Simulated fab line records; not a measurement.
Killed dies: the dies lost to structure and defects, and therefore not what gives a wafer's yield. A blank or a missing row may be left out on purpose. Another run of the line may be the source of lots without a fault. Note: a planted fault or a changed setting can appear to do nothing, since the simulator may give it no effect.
A single fault, viewed from 2 desks :: flow n5-finfet :: only its own numbers are on each desk; what lay behind them is given at the end

AT THE METROLOGY DESK
Means of the sampled wafers that have a number, per lot and without regard to the tool the lot ran on: this is what the gauges read. Any lot whose mean is over 4 standard deviations away from the usual mean is out of limits and marked OUT; that distance is given in the brackets. It has 12 readings; the 7 that lie furthest out on some lot are the ones shown.
Columns: A = DIBL_N at N5_BEOL_M4_RC_MEAS_101, usual 36.6 mV/V; B = DIBL_P at N5_BEOL_M4_RC_MEAS_101, usual 37.1 mV/V; C = IOFF_N at N5_BEOL_M4_RC_MEAS_101, usual 0.17 nA/um; D = IOFF_P at N5_BEOL_M4_RC_MEAS_101, usual 0.23 nA/um; E = ION_P at N5_BEOL_M4_RC_MEAS_101, usual 467 uA/um; F = VT_N at N5_BEOL_M4_RC_MEAS_101, usual 249 mV; G = VT_P at N5_BEOL_M4_RC_MEAS_101, usual -249 mV
lot: L502
first seen here: day 10 03:56
A: 37.4
B: 37.6
C: 0.17
D: 0.23
E: 464
F: 249
G: -249

lot: L507
first seen here: day 11 07:11
A: 37.0
B: 37.3
C: 0.17
D: 0.24
E: 464
F: 250
G: -249

lot: L511
first seen here: day 12 06:49
A: 34.4
B: 33.3
C: 0.13
D: 0.17
E: 461
F: 254
G: -255

lot: L513
first seen here: day 12 23:03
A: 37.4
B: 39.2
C: 0.20
D: 0.28
E: 476
F: 245
G: -246

lot: L516
first seen here: day 13 05:53
A: 34.1
B: 35.5
C: 0.15
D: 0.24
E: 478
F: 248
G: -244

lot: L517
first seen here: day 13 11:28
A: 36.3
B: 35.4
C: 0.16
D: 0.22
E: 470
F: 248
G: -250
This desk's finding: nothing out of limits on any of the 6 lots.

AT THE TOOL OWNER'S DESK: pecvd-02
The tool's own readings at N5_BEOL_M4_DEP_57 (deposits SiCN from 3MS/NH3, target thk 8 nm, time 14 s): means of the sampled wafers that have a number, for each lot that ran on this tool. Any lot whose mean is over 4 standard deviations away from the usual mean is out of limits and marked OUT; that distance is given in the brackets.
Columns: A = showerhead-plenum-p-Torr at N5_BEOL_M4_DEP_57, usual 3.661 Torr; B = throttle-valve-pct at N5_BEOL_M4_DEP_57, usual 8.92 %
lot: L502
first seen here: day 10 04:08
A: 3.672
B: 8.93

lot: L511
first seen here: day 12 07:01
A: 3.630
B: 9.16

lot: L513
first seen here: day 12 23:14
A: 3.670
B: 8.96
This desk's finding: nothing out of limits on any of the 3 lots.

ALL TOGETHER
The metrology desk saw nothing out of limits.
Nothing out of limits was seen by the tool owner's desk.

WHAT THE SIMULATOR HAD PUT IN
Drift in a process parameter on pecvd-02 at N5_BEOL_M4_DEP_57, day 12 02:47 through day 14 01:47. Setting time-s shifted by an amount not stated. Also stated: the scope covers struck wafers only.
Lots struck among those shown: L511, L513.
